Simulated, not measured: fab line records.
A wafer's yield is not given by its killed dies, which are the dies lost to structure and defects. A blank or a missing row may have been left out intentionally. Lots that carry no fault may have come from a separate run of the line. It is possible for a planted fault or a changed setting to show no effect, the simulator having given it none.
One fault seen from 2 desks	flow n5_finfet	what lay behind the numbers comes last; until then each desk has only its own

THE TOOL OWNER'S DESK: rie_si-01
The tool's own readings at N5_ZERO_LAYER_ETCH_18 (etches Si in HBr/Cl2, target depth 120 nm, time 40 s): means of the sampled wafers that have a number, for each lot that ran on this tool. If a lot's mean is further than 4 standard deviations from the usual mean, the lot is out of limits and carries the mark OUT (the distance appears in the brackets).
Columns: A = drypump_motor_current_A at N5_ZERO_LAYER_ETCH_18, usual 5.8 A; B = oes_product_au at N5_ZERO_LAYER_ETCH_18, usual 0.999 a.u.; C = rf_fwd_power_W at N5_ZERO_LAYER_ETCH_18, usual 795.1 W; D = throttle_valve_pct at N5_ZERO_LAYER_ETCH_18, usual 36.40 %
lot	first seen here	A	B	C	D
L538	day 3 06:47	5.3	0.992	796.1	36.38
L546	day 5 06:56	5.5	0.993	858.7 (+22) OUT	36.46
L547	day 5 12:56	5.5	0.989	857.7 (+22) OUT	36.44
This desk finds L546, L547 out of limits, L546 being first, at day 5 06:56 (rf_fwd_power_W at N5_ZERO_LAYER_ETCH_18). L538: within limits.

FROM THE METROLOGY DESK
What the gauges read for every lot (on any tool): the sampled wafers with a number, averaged. If a lot's mean is further than 4 standard deviations from the usual mean, the lot is out of limits and carries the mark OUT (the distance appears in the brackets). Of its 11 readings 7 are shown: those that lie furthest out on some lot.
Columns: A = IOFF_N at N5_BEOL_M4_RC_MEAS_101, usual 0.155 nA/um; B = IOFF_P at N5_BEOL_M4_RC_MEAS_101, usual 0.211 nA/um; C = ION_N at N5_BEOL_M4_RC_MEAS_101, usual 672 uA/um; D = ION_P at N5_BEOL_M4_RC_MEAS_101, usual 462 uA/um; E = SS_N at N5_BEOL_M4_RC_MEAS_101, usual 71.5 mV/dec; F = VT_N at N5_BEOL_M4_RC_MEAS_101, usual 249.9 mV; G = VT_P at N5_BEOL_M4_RC_MEAS_101, usual -249.8 mV
lot	first seen here	A	B	C	D	E	F	G
L538	day 3 06:39	0.168	0.208	678	462	71.5	247.8	-249.8
L539	day 3 12:46	0.128	0.176	662	459	70.7	251.7	-253.2
L542	day 4 06:47	0.151	0.193	667	454	71.7	250.7	-252.6
L544	day 4 18:46	0.160	0.244	667	461	72.8	250.3	-246.8
L546	day 5 06:39	0.158	0.210	677	464	71.2	249.5	-248.9
L547	day 5 12:46	0.135	0.197	657	459	71.5	253.2	-251.3
This desk's finding: nothing out of limits on any of the 6 lots.

TAKEN TOGETHER
On L546, L547, at day 5 06:56, an alarm was possible from the tool owner's desk.
Metrology desk: nothing out of limits seen.
The metrology desk holds a record of L546, L547, inside its limits.
Every lot named ran N5_ZERO_LAYER_ETCH_18 on rie_si-01.

WHAT WAS PUT IN BY THE SIMULATOR
rie_si-01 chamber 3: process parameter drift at N5_ZERO_LAYER_ETCH_18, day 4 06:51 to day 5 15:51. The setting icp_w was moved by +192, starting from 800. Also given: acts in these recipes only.
Struck lots among those shown: L546, L547.
Hours from the fault's start to each desk's first reading out of limits: the tool owner's desk, 24.
